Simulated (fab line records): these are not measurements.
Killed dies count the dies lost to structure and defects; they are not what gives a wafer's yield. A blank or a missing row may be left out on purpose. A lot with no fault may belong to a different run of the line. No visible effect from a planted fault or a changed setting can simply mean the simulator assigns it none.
Which of the tools did it? || flow n5 finfet || 11 lots, 33 wafers sampled, at 2 steps of a route of 1938

## WHAT EACH GAUGE READ, for each wafer
N5_BEOL_M14_INSPECT_12: inspects for defects (macro). Usual: 2.0 for raw defect count, sd 1.3.
{"lot": "L579", "measured": "day 12 21:17", "on": "defect inspect-01", "raw defect count": "2 2 1", "flag": ""}
{"lot": "L580", "measured": "day 14 03:00", "on": "defect inspect-02", "raw defect count": "3 0 1", "flag": ""}
{"lot": "L583", "measured": "day 14 12:57", "on": "defect inspect-02", "raw defect count": "0 2 0", "flag": ""}
{"lot": "L584", "measured": "day 14 14:09", "on": "defect inspect-01", "raw defect count": "2 1 1", "flag": ""}
{"lot": "L586", "measured": "day 15 09:20", "on": "defect inspect-02", "raw defect count": "2 1 1", "flag": ""}
{"lot": "L588", "measured": "day 15 18:21", "on": "defect inspect-02", "raw defect count": "2 2 4", "flag": ""}
{"lot": "L592", "measured": "day 16 05:01", "on": "defect inspect-02", "raw defect count": "2 1 2", "flag": ""}
{"lot": "L590", "measured": "day 16 12:07", "on": "defect inspect-02", "raw defect count": "2 2 1", "flag": ""}
{"lot": "L591", "measured": "day 17 01:59", "on": "defect inspect-01", "raw defect count": "3 5 1", "flag": ""}
{"lot": "L593", "measured": "day 17 18:10", "on": "defect inspect-02", "raw defect count": "3 1 3", "flag": ""}
{"lot": "L600", "measured": "day 18 19:01", "on": "defect inspect-02", "raw defect count": "0 1 2", "flag": ""}

N5_BEOL_M14_OVL_MEAS_29. Usual: for M14_OVL the level is 0 nm and the standard deviation is 4.4.
{"lot": "L579", "measured": "day 12 22:07", "on": "overlay-01", "M14_OVL (nm)": "2 4 1", "flag": ""}
{"lot": "L580", "measured": "day 14 04:14", "on": "overlay-02", "M14_OVL (nm)": "-2 -8 -4", "flag": ""}
{"lot": "L583", "measured": "day 14 13:54", "on": "overlay-02", "M14_OVL (nm)": "1 -2 3", "flag": ""}
{"lot": "L584", "measured": "day 14 15:19", "on": "overlay-01", "M14_OVL (nm)": "-2 -1 0", "flag": ""}
{"lot": "L586", "measured": "day 15 10:17", "on": "overlay-01", "M14_OVL (nm)": "1 0 4", "flag": ""}
{"lot": "L588", "measured": "day 15 19:16", "on": "overlay-01", "M14_OVL (nm)": "-2 -4 -6", "flag": ""}
{"lot": "L592", "measured": "day 16 06:01", "on": "overlay-02", "M14_OVL (nm)": "-9 0 -7", "flag": ""}
{"lot": "L590", "measured": "day 16 12:56", "on": "overlay-01", "M14_OVL (nm)": "-4 3 -4", "flag": ""}
{"lot": "L591", "measured": "day 17 02:59", "on": "overlay-02", "M14_OVL (nm)": "4 -4 1", "flag": ""}
{"lot": "L593", "measured": "day 17 19:21", "on": "overlay-02", "M14_OVL (nm)": "-6 -4 4", "flag": ""}
{"lot": "L600", "measured": "day 18 19:58", "on": "overlay-01", "M14_OVL (nm)": "-1 -3 3", "flag": ""}

## WHAT TOOL EACH LOT RAN ON (gives the tool, then ch and the chambers of the sampled wafers, and finally the start)
The record shows no process step preceding these readings.

## WHAT THE TOOLS THEMSELVES READ (means of the sampled wafers that have a number; where no wafer has one, the mark that the record gives instead)
The record holds no such reading with a usual standard deviation.

## THE ANSWER, worked out from the rows above alone
Rule: a lot is off if the mean of its wafers that have a number lies more than 3 standard deviations from the usual mean. A lot without any number at a reading at which 4 lots or more have one is off too. The other lots that the step has rows for count as sound. The gauges are gone through in route order, then the tools' own readings, and for those a lot's mean is taken as printed above. The first step at which some lot is off is used, and at that step the reading that is off furthest; a lot without a number counts as furthest.
No lot is off on any of the readings shown, so nothing can be concluded from this.

## WHAT WAS PUT IN BY THE SIMULATOR
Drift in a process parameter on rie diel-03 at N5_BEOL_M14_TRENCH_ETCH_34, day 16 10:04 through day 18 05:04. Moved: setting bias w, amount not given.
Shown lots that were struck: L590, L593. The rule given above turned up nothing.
